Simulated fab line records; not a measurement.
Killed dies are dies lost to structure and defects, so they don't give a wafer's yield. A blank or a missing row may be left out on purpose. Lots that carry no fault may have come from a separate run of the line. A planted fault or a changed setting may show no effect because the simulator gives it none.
What tool caused it? :: flow n5-finfet :: 10 lots, 28 wafers sampled, at 4 steps of a route of 1938

== WHAT THE GAUGES SHOWED, per wafer ==
N5_STI_FIN_REVEAL_FIN_H_MEAS_10.
lot: L362
measured: day 2 14:16
on: ocd-02
trench-depth-nm (nm): 51.6 51.3 51.8

lot: L364
measured: day 3 03:41
on: ocd-01
trench-depth-nm (nm): 52.9 52.9 53.5

lot: L367
measured: day 3 19:55
on: ocd-01
trench-depth-nm (nm): 51.5 52.3 53.5

lot: L369
measured: day 4 07:47
on: ocd-02
trench-depth-nm (nm): 52.3 52.3 51.5

lot: L370
measured: day 4 13:14
on: ocd-01
trench-depth-nm (nm): 52.7 52.3 52.0

lot: L373
measured: day 5 07:46
on: ocd-01
trench-depth-nm (nm): 52.2 53.3 52.8

lot: L381
measured: day 7 07:37
on: ocd-02
trench-depth-nm (nm): 52.3 68.2

lot: L383
measured: day 7 20:28
on: ocd-01
trench-depth-nm (nm): 52.1 50.7 50.2

lot: L384
measured: day 8 01:26
on: ocd-02
trench-depth-nm (nm): 52.4 51.8 67.6

lot: L385
measured: day 8 08:01
on: ocd-02
trench-depth-nm (nm): 51.4 67.0

== TOOL THAT RAN EACH LOT (tool first, then ch and the chambers of the sampled wafers, then the start) ==
lot: L362
N5_STI_FIN_REVEAL_ALD_14: ald-sin-01 ch 0,1,2, day 2 05:37
N5_STI_FIN_REVEAL_RECESS_09: vapor-etch-01 ch 0,1, day 2 11:34
N5_STI_FIN_REVEAL_OXIDATION_33: plasma-asher-01 ch 0,1, day 2 14:05

lot: L364
N5_STI_FIN_REVEAL_ALD_14: ald-sin-04 ch 0,1, day 2 18:02
N5_STI_FIN_REVEAL_RECESS_09: vapor-etch-02 ch 0,1, day 3 01:22
N5_STI_FIN_REVEAL_OXIDATION_33: plasma-asher-01 ch 0,1, day 3 03:31

lot: L367
N5_STI_FIN_REVEAL_ALD_14: ald-sin-01 ch 1,2,3, day 3 10:33
N5_STI_FIN_REVEAL_RECESS_09: vapor-etch-02 ch 0,1, day 3 17:13
N5_STI_FIN_REVEAL_OXIDATION_33: plasma-asher-01 ch 0,1, day 3 19:44

lot: L369
N5_STI_FIN_REVEAL_ALD_14: ald-sin-04 ch 0,3, day 3 23:04
N5_STI_FIN_REVEAL_RECESS_09: vapor-etch-02 ch 0,1, day 4 05:37
N5_STI_FIN_REVEAL_OXIDATION_33: plasma-asher-01 ch 0,1, day 4 07:37

lot: L370
N5_STI_FIN_REVEAL_ALD_14: ald-sin-03 ch 0,1, day 4 04:13
N5_STI_FIN_REVEAL_RECESS_09: vapor-etch-01 ch 0,1, day 4 10:57
N5_STI_FIN_REVEAL_OXIDATION_33: plasma-asher-01 ch 0,1, day 4 13:03

lot: L373
N5_STI_FIN_REVEAL_ALD_14: ald-sin-04 ch 0,1,2, day 4 22:27
N5_STI_FIN_REVEAL_RECESS_09: vapor-etch-02 ch 1, day 5 05:04
N5_STI_FIN_REVEAL_OXIDATION_33: plasma-asher-01 ch 0,1, day 5 07:34

lot: L381
N5_STI_FIN_REVEAL_ALD_14: ald-sin-01 ch 0,3, day 6 22:50
N5_STI_FIN_REVEAL_RECESS_09: vapor-etch-02 ch 1, day 7 04:55
N5_STI_FIN_REVEAL_OXIDATION_33: plasma-asher-02 ch 1, day 7 07:25

lot: L383
N5_STI_FIN_REVEAL_ALD_14: ald-sin-03 ch 1,2,3, day 7 11:29
N5_STI_FIN_REVEAL_RECESS_09: vapor-etch-01 ch 0,1, day 7 17:32
N5_STI_FIN_REVEAL_OXIDATION_33: plasma-asher-01 ch 0,1, day 7 20:16

lot: L384
N5_STI_FIN_REVEAL_ALD_14: ald-sin-04 ch 0,2,3, day 7 16:54
N5_STI_FIN_REVEAL_RECESS_09: vapor-etch-02 ch 0,1, day 7 22:44
N5_STI_FIN_REVEAL_OXIDATION_33: plasma-asher-01 ch 0,1, day 8 01:14

lot: L385
N5_STI_FIN_REVEAL_ALD_14: ald-sin-01 ch 2, day 7 22:53
N5_STI_FIN_REVEAL_RECESS_09: vapor-etch-02 ch 0,1, day 8 05:18
N5_STI_FIN_REVEAL_OXIDATION_33: plasma-asher-02 ch 0, day 8 07:49
- N5_STI_FIN_REVEAL_ALD_14: deposits Si3N4, target thk 3 nm.
- N5_STI_FIN_REVEAL_RECESS_09: chemistry HF/NH3, target SiO2, afs cycles 11, target depth 42.5 nm, sublimation time 60 s.
- N5_STI_FIN_REVEAL_OXIDATION_33: chemistry O2 PLASMA REMOTE, time 20 s.

== THE ANSWER, worked out from the rows above alone ==
Rule: the usual values come from the lots themselves. Put in order of their means at a reading, lots are off if they are a third of the lots or fewer, leave a main group of 4 or more, and stand apart from it by a gap of 3 or more times the standard deviation of the main group's means; of several such gaps the widest counts. Not used: any main group whose means are identical at the precision the tables above print for the reading. A lot without any number at a reading at which 4 lots or more have one is off too. Where the step has rows for the other lots, those lots are counted as sound.
Off: L381, L384, L385 (N5_STI_FIN_REVEAL_FIN_H_MEAS_10, trench-depth-nm). The main group has a mean of 52.2 nm with a standard deviation of 0.66.
A tool fits if, at a process step before that reading, it ran every lot that is off, and no sound lot after the first of them. Those tools and the gauges at N5_STI_FIN_REVEAL_FIN_H_MEAS_10 are tried in the same way. Can't be told from this: 2 tools fit, vapor-etch-02 at N5_STI_FIN_REVEAL_RECESS_09, ocd-02 at N5_STI_FIN_REVEAL_FIN_H_MEAS_10.

== WHAT WAS PUT IN BY THE SIMULATOR ==
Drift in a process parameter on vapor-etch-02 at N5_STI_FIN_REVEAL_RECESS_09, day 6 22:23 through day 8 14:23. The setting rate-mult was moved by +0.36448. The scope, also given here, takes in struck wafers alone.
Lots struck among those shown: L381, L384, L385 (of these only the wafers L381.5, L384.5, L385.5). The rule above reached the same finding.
